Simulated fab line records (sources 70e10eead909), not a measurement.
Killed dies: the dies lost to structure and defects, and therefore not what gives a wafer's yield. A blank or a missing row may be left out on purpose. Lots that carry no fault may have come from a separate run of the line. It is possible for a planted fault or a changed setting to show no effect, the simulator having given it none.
The tool behind it: which one? | flow nandHarc | 18 wafers from 6 lots sampled at 4 of the route's 1302 steps

== WHAT EACH GAUGE READ, for each wafer ==
NHARC_THIN_TSV_CD_MEAS_33: the cd target is 5000 nm.
lot  | measured     | on       | cdNm (nm)
L198 | day 25 13:40 | cdSem-03 | 4998.5 4999.9 5001.9
L201 | day 26 07:19 | cdSem-03 | 5001.0 5005.1 5000.3
L203 | day 27 05:37 | cdSem-01 | 5002.2 5002.9 5004.3
L205 | day 27 22:32 | cdSem-01 | 5002.9 5000.3 4999.8
L207 | day 28 09:44 | cdSem-03 | 4999.6 5002.2 5002.0
L216 | day 32 18:21 | cdSem-01 | 4999.9 5005.0 5000.9

== WHICH TOOL RAN EACH LOT (tool, then ch and the chambers of the sampled wafers, then the start) ==
lot  | NHARC_P_CONTACT_DEP_30          | NHARC_THIN_TSV_ETCH_44            | NHARC_THIN_TSV_STRIP_45
L198 | pecvd-01 ch 1,2, day 7 07:18    | rieDiel-03 ch 0,2,3, day 25 07:58 | plasmaAsher-01 ch 0,1, day 25 08:46
L201 | pecvd-04 ch 0,2, day 8 06:59    | rieDiel-03 ch 0,2,3, day 26 01:45 | plasmaAsher-01 ch 0,1, day 26 02:29
L203 | pecvd-01 ch 0,1,2, day 9 01:22  | rieDiel-09 ch 0,2,3, day 27 00:05 | plasmaAsher-02 ch 0,1, day 27 00:46
L205 | pecvd-04 ch 0,2, day 10 02:19   | rieDiel-01 ch 0,1, day 27 16:55   | plasmaAsher-02 ch 0,1, day 27 17:39
L207 | pecvd-04 ch 0,1,2, day 10 16:52 | rieDiel-09 ch 0,1,3, day 28 04:03 | plasmaAsher-02 ch 0,1, day 28 04:52
L216 | pecvd-04 ch 0,2, day 14 12:03   | rieDiel-09 ch 2, day 32 12:10     | plasmaAsher-01 ch 0,1, day 32 13:15
- NHARC_P_CONTACT_DEP_30: deposits SiNx, target thk 30 nm.
- NHARC_THIN_TSV_ETCH_44: etches the open film in CF4/O2, target depth 1594.2 nm, time 797.1 s.
- NHARC_THIN_TSV_STRIP_45: strips in O2.

== THE ANSWER, worked out from the rows above alone ==
Rule: usual is defined by the lots themselves. Put in order of their means at a reading, lots are off if they are a third of the lots or fewer, leave a main group of 4 or more, and stand apart from it by a gap of 3 or more times the standard deviation of the main group's means; of several such gaps the widest counts. A main group is skipped when, at the precision printed for the reading in the tables above, its means are all equal. A lot without any number at a reading at which 4 lots or more have one is off too. Any other lot the step has rows for is counted as sound.
No lot is off on any of the readings shown, so nothing can be concluded from this.

== WHAT WAS PUT IN BY THE SIMULATOR ==
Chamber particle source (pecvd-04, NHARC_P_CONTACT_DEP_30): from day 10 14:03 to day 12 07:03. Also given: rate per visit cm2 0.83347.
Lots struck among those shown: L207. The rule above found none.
